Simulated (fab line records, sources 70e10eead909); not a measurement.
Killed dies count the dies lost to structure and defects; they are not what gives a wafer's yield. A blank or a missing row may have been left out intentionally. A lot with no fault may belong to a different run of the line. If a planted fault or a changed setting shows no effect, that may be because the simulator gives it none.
Comparing a struck lot with a sound one | flow nand-harc | 15 steps out of a route of 1302
Sound: wafers L400.2, L400.4, L400.6. Wafers struck: L415.1, L415.2, L415.4. The cause is named last.
At each step with rows: each side's tool, then ch and its chambers, then its first start. Under that, the readings that differ: sound wafers | struck wafers | difference of the means | sigmas: that difference in standard deviations of wafers without a fault.
alike: words and numbers the same on both sides, and readings whose means are apart by under 2 such deviations; not compared: readings that were withheld, readings missing a value for some wafer, numbers with overlapping values and no deviation given by the record, and bounds like >300 which may hide the same value.
A row with sigmas, a row that says differs or no value, or rows on one side alone: a step with any of these is where the two part. Numbers that don't overlap but have no deviation are shown without sigmas and don't part them. A reading that every wafer of one side lacks parts them only if that side has two wafers or more.

NHARC_A_CONTACT_ETCH_51: etches the open film in O2/COS, target depth 7000 nm, time 1820 s.
  sound on rie-diel-04 ch 0,2; struck on rie-diel-04 ch 1,2,3
  alike: bias-w, chamber-pressure-mTorr, drypump-motor-current-A, oes-product-au, rf-vpp-V, showerhead-plenum-p-Torr, throttle-valve-pct
  not compared: rf-hours-counter-h
then, 3 steps without rows for these wafers: NHARC_A_CONTACT_ETCH_111 (etches the open film in C4F8/O2/Ar, time 140 s, target depth 700 nm); NHARC_A_CONTACT_ETCH_112 (etches the open film in C4F8/O2/Ar, time 190 s, target depth 1850 nm); NHARC_A_CONTACT_ETCH_113 (etches the open film in C4F8/O2/Ar, time 190 s, target depth 1850 nm).
NHARC_A_CONTACT_ETCH_114: etches the open film in C4F8/O2/Ar, time 190 s, target depth 1850 nm.
  sound on har-cap-etch-01 ch 0,1, day 23 23:49; struck on har-cap-etch-03 ch 0,1, day 30 08:02
  alike: chamber-pressure-mTorr, oes-air-line-au
  not compared: rf-hours-counter-h
then, 3 steps without rows for these wafers: NHARC_A_CONTACT_ETCH_115 (etches the open film in C4F8/O2/Ar, time 190 s, target depth 1850 nm); NHARC_A_CONTACT_ETCH_116 (etches the open film in C4F8/O2/Ar, time 190 s, target depth 1850 nm); NHARC_A_CONTACT_ETCH_117 (etches the open film in C4F8/O2/Ar, time 190 s, target depth 1850 nm).
NHARC_A_CONTACT_ETCH_118: etches the open film in C4F8/O2/Ar, time 190 s, target depth 1850 nm.
  sound on har-cap-etch-01 ch 0,1, day 24 00:30; struck on har-cap-etch-03 ch 0,1, day 30 08:43
  alike: chamber-pressure-mTorr, oes-air-line-au
  not compared: rf-hours-counter-h
NHARC_A_CONTACT_ETCH_119: etches the open film in C4F8/O2/Ar, time 190 s, target depth 1850 nm.
  sound on har-cap-etch-01 ch 0,1, day 24 00:40; struck on har-cap-etch-03 ch 0,1, day 30 08:53
  alike: chamber-pressure-mTorr, oes-air-line-au
  not compared: rf-hours-counter-h
NHARC_A_CONTACT_ETCH_120: etches the open film in C4F8/O2/Ar, time 190 s, target depth 1850 nm.
  sound on har-cap-etch-01 ch 0,1, day 24 00:50; struck on har-cap-etch-03 ch 0,1, day 30 09:04
  alike: chamber-pressure-mTorr, oes-air-line-au
  not compared: rf-hours-counter-h
then, 1 step without rows for these wafers: NHARC_A_CONTACT_ETCH_121 (etches the open film in C4F8/O2/Ar, time 190 s, target depth 1850 nm).
NHARC_A_CONTACT_ETCH_122: etches the open film in C4F8/O2/Ar, time 190 s, target depth 1850 nm.
  sound on har-cap-etch-01 ch 0,1, day 24 01:11; struck on har-cap-etch-03 ch 0,1, day 30 09:24
  no value came back on the struck wafers for chamber-pressure-mTorr (mTorr), oes-air-line-au (a.u.); on the sound wafers chamber-pressure-mTorr (mTorr) reads 19.978 20.005 19.976
  not compared: rf-hours-counter-h
then, 1 step without rows for these wafers: NHARC_A_CONTACT_ETCH_123 (etches the open film in C4F8/O2/Ar, time 490 s, target depth 2110 nm).
-- break in the record here, with 3 days between the starts of the struck wafers on either side (left off in module A_CONTACT, picked up again in module END, where the first step shown is number 1302 on the route) --
NHARC_END_SORT_01:
  sound on prober-02 ch 0, day 26 22:46; struck on prober-01 ch 0, day 33 16:53
  reading         | sound    | struck      | difference | sigmas
  killed-at-array | 49 54 58 | 674 672 675 | +620       | +26
  killed-dies     | 52 55 63 | 677 677 677 | +620       | +27
  alike: killed-at-other, killed-at-periphery, killed-open, killed-short

## WHERE THEY PART
Earliest at NHARC_A_CONTACT_ETCH_122; latest, in this record, at NHARC_END_SORT_01.

WHY: the cause the simulator had injected
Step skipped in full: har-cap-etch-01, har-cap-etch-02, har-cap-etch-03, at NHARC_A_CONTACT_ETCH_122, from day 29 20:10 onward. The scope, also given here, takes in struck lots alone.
